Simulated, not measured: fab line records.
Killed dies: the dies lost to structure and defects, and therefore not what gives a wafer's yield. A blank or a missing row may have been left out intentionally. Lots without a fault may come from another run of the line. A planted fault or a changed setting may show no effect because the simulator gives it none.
Split-lot trial :: flow n5_finfet :: 21 wafers read from 7 lots, route of 1938 steps

## ABOUT THE SPLIT
At N5_BEOL_M1_COAT_62 (time 60 s, resist thk 12 nm), the setting spin_rpm was moved away from the recipe's 1500 rpm on 7 of the 21 wafers read, by -10.0% to +9.4%. All remaining wafers had this setting at the recipe value.

## FROM THE SPLIT TO THE READING: what the file shows between them, 4 steps
- N5_BEOL_M1_COAT_73: time 60 s, resist thk 5 nm
- N5_BEOL_M1_COAT_05: resist thk 30 nm
- N5_BEOL_M1_DESCUM_16: chemistry O2, time 7 s
- N5_BEOL_M1_ETCH_74: etches underlayer in N2/H2, target depth 6.5 nm, time 5.2 s

## THE READING
etch.depth_nm (the simulator's own value, which no gauge read), in nm, at N5_BEOL_M1_ETCH_63 (etches SiARC in CF4, target depth 15.6 nm, time 26 s). There is no usual value for it anywhere in the file. Across the 14 wafers here that went through the recipe, the average is 11.99 nm and the standard deviation 0.027 nm.

wafer: L076.1
tool, chamber at the split: litho_track-03, 0
spin_rpm as run, rpm: 1500
against the recipe: recipe
etch.depth_nm, nm: 12
against lot-mates on the recipe: -

wafer: L076.4
tool, chamber at the split: litho_track-03, 0
spin_rpm as run, rpm: 1350
against the recipe: -10.0%
etch.depth_nm, nm: 12.65
against lot-mates on the recipe: +0.65

wafer: L076.6
tool, chamber at the split: litho_track-03, 0
spin_rpm as run, rpm: 1350
against the recipe: -10.0%
etch.depth_nm, nm: 12.62
against lot-mates on the recipe: +0.62

wafer: L079.1
tool, chamber at the split: litho_track-05, 0
spin_rpm as run, rpm: 1500
against the recipe: recipe
etch.depth_nm, nm: 11.95
against lot-mates on the recipe: -

wafer: L079.3
tool, chamber at the split: litho_track-05, 0
spin_rpm as run, rpm: 1500
against the recipe: recipe
etch.depth_nm, nm: 12.02
against lot-mates on the recipe: -

wafer: L079.6
tool, chamber at the split: litho_track-05, 0
spin_rpm as run, rpm: 1500
against the recipe: recipe
etch.depth_nm, nm: 11.99
against lot-mates on the recipe: -

wafer: L080.1
tool, chamber at the split: litho_track-05, 0
spin_rpm as run, rpm: 1500
against the recipe: recipe
etch.depth_nm, nm: 12
against lot-mates on the recipe: -

wafer: L080.3
tool, chamber at the split: litho_track-05, 0
spin_rpm as run, rpm: 1500
against the recipe: recipe
etch.depth_nm, nm: 11.99
against lot-mates on the recipe: -

wafer: L080.4
tool, chamber at the split: litho_track-05, 0
spin_rpm as run, rpm: 1500
against the recipe: recipe
etch.depth_nm, nm: 12.02
against lot-mates on the recipe: -

wafer: L082.2
tool, chamber at the split: litho_track-02, 0
spin_rpm as run, rpm: 1500
against the recipe: recipe
etch.depth_nm, nm: 11.99
against lot-mates on the recipe: -

wafer: L082.3
tool, chamber at the split: litho_track-02, 0
spin_rpm as run, rpm: 1500
against the recipe: recipe
etch.depth_nm, nm: 11.98
against lot-mates on the recipe: -

wafer: L082.5
tool, chamber at the split: litho_track-02, 0
spin_rpm as run, rpm: 1618
against the recipe: +7.9%
etch.depth_nm, nm: 11.53
against lot-mates on the recipe: -0.46

wafer: L086.2
tool, chamber at the split: litho_track-05, 0
spin_rpm as run, rpm: 1500
against the recipe: recipe
etch.depth_nm, nm: 12.04
against lot-mates on the recipe: -

wafer: L086.3
tool, chamber at the split: litho_track-05, 0
spin_rpm as run, rpm: 1500
against the recipe: recipe
etch.depth_nm, nm: 12.01
against lot-mates on the recipe: -

wafer: L086.5
tool, chamber at the split: litho_track-05, 0
spin_rpm as run, rpm: 1500
against the recipe: recipe
etch.depth_nm, nm: 12
against lot-mates on the recipe: -

wafer: L089.2
tool, chamber at the split: litho_track-03, 0
spin_rpm as run, rpm: 1641
against the recipe: +9.4%
etch.depth_nm, nm: 11.47
against lot-mates on the recipe: -0.51

wafer: L089.4
tool, chamber at the split: litho_track-03, 0
spin_rpm as run, rpm: 1500
against the recipe: recipe
etch.depth_nm, nm: 11.98
against lot-mates on the recipe: -

wafer: L089.6
tool, chamber at the split: litho_track-03, 0
spin_rpm as run, rpm: 1641
against the recipe: +9.4%
etch.depth_nm, nm: 11.43
against lot-mates on the recipe: -0.55

wafer: L090.1
tool, chamber at the split: litho_track-03, 0
spin_rpm as run, rpm: 1500
against the recipe: recipe
etch.depth_nm, nm: 11.93
against lot-mates on the recipe: -

wafer: L090.5
tool, chamber at the split: litho_track-03, 0
spin_rpm as run, rpm: 1451
against the recipe: -3.3%
etch.depth_nm, nm: 12.17
against lot-mates on the recipe: +0.24

wafer: L090.6
tool, chamber at the split: litho_track-03, 0
spin_rpm as run, rpm: 1451
against the recipe: -3.3%
etch.depth_nm, nm: 12.21
against lot-mates on the recipe: +0.28

THE FIT
A straight line over all 21 wafers: etch.depth_nm changes by -0.0608 nm for each +1% of spin_rpm; r = -1.00; the points scatter about the line by 0.029 nm.
The same after taking each lot's own level away (the mean of its wafers on the recipe; 21 wafers): -0.0608 nm for each +1%; r = -1.00; scatter 0.028 nm.
The reading moves by 0.61 nm for the largest change in spin_rpm, on that fit.
The span of the lots' own levels, 11.930 to 12.017 nm, comes to 3.2 times the standard deviation stated above.
The two slopes are in agreement: the lot-to-lot level therefore moves the slope only a little.
Check: for one of the wafers moved furthest among these (-10.0%), held out of the fit, the line's prediction against its lot-mates is +0.611 nm. Against them it came out at +0.65 nm.

## FURTHER SPLITS ON THESE WAFERS
Other splits were also applied to these wafers ahead of the reading. Each is held against what the fit with the lots' levels taken away leaves over:
other split on the same wafers: N5_BEOL_M0_SAQP_COAT_08 spin_rpm
wafers away from the commonest value: 8
r with etch.depth_nm (lot level and that fit taken away): +0.30

other split on the same wafers: N5_BEOL_M0_SAQP_SPACER2_ALD_26 target_thk_a
wafers away from the commonest value: 8
r with etch.depth_nm (lot level and that fit taken away): +0.22

other split on the same wafers: N5_BEOL_M0_SAQP_COAT_87 spin_rpm
wafers away from the commonest value: 9
r with etch.depth_nm (lot level and that fit taken away): +0.07

other split on the same wafers: N5_BEOL_M1_COAT_61 spin_rpm
wafers away from the commonest value: 5
r with etch.depth_nm (lot level and that fit taken away): -0.20

## THE WHOLE CHAIN: every reading that the file lists as answering this split, in the file's order
step: N5_BEOL_M1_COAT_62
what it does: time 60 s, resist thk 12 nm
reading: SiARC_of_BEOL_M1_COAT_62.thk_nm (the simulator's own value, which no gauge read)
change (the file's fit): -0.0592 nm for each +1% of the setting
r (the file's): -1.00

step: N5_BEOL_M1_ETCH_63
what it does: etches SiARC in CF4, target depth 15.6 nm, time 26 s
reading: CAR-EUV_of_BEOL_M1_COAT_05.thk_nm (the simulator's own value, which no gauge read)
change (the file's fit): +0.0526 nm for each +1% of the setting
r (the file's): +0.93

step: N5_BEOL_M1_ETCH_63
what it does: etches SiARC in CF4, target depth 15.6 nm, time 26 s
reading: etch.depth_nm (the simulator's own value, which no gauge read)
change (the file's fit): -0.0604 nm for each +1% of the setting
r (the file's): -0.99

## FILE'S OWN FIT
etch.depth_nm changes by -0.0604 nm for each +1% of spin_rpm, r = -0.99.
